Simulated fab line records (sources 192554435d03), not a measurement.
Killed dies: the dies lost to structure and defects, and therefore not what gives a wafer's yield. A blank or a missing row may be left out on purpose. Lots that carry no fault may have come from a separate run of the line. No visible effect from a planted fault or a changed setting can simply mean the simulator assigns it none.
Matching of chambers / flow n5 finfet / N5_FIN_CUT_CUT_ETCH_26 on rie diel-02 has 4 sister chambers
The step etches SiNx in CH3F/O2, target depth 39 nm, time 55.7 s. 4 wafers are shown with their chamber, then 11 later ones without.

== EACH WAFER AND ITS CHAMBER ==
wafer=L080.2; chamber=3; showerhead plenum p Torr (Torr)=2.09
wafer=L082.3; chamber=0; showerhead plenum p Torr (Torr)=1.89
wafer=L082.5; chamber=1; showerhead plenum p Torr (Torr)=2.05
wafer=L085.3; chamber=2; showerhead plenum p Torr (Torr)=2.00

== WAFERS WHOSE CHAMBER IS MISSING ==
wafer=L085.5; showerhead plenum p Torr (Torr)=2.09
wafer=L085.6; showerhead plenum p Torr (Torr)=1.88
wafer=L088.1; showerhead plenum p Torr (Torr)=1.99
wafer=L088.4; showerhead plenum p Torr (Torr)=1.88
wafer=L088.5; showerhead plenum p Torr (Torr)=1.88
wafer=L090.1; showerhead plenum p Torr (Torr)=1.88
wafer=L090.3; showerhead plenum p Torr (Torr)=2.05
wafer=L090.5; showerhead plenum p Torr (Torr)=2.09
wafer=L094.1; showerhead plenum p Torr (Torr)=2.05
wafer=L094.5; showerhead plenum p Torr (Torr)=1.88
wafer=L094.6; showerhead plenum p Torr (Torr)=2.09

== CHAMBER TAKEN BY EACH ==
wafer=L085.5; from the rows above=3; in truth=3
wafer=L085.6; from the rows above=0; in truth=0
wafer=L088.1; from the rows above=2; in truth=2
wafer=L088.4; from the rows above=0; in truth=0
wafer=L088.5; from the rows above=0; in truth=0
wafer=L090.1; from the rows above=0; in truth=0
wafer=L090.3; from the rows above=1; in truth=1
wafer=L090.5; from the rows above=3; in truth=3
wafer=L094.1; from the rows above=1; in truth=1
wafer=L094.5; from the rows above=0; in truth=0
wafer=L094.6; from the rows above=3; in truth=3
Correct placement for 11 of the 11. Number that these rows cannot place: 0. Wrongly placed: 0.
How it was worked out, from the rows above alone: a wafer's distance from a chamber is the root of the sum, over the readings, of the square of ((its reading less the chamber's mean) divided by the reading's scatter). The wafer belongs to the nearest chamber; if the next one is less than 2 further off, it can't be placed. The mean given for a chamber averages the wafers shown for that chamber. The scatter (one wafer shown for each chamber): square how far every hidden wafer sits from the nearest shown wafer, average those squares and take the square root.
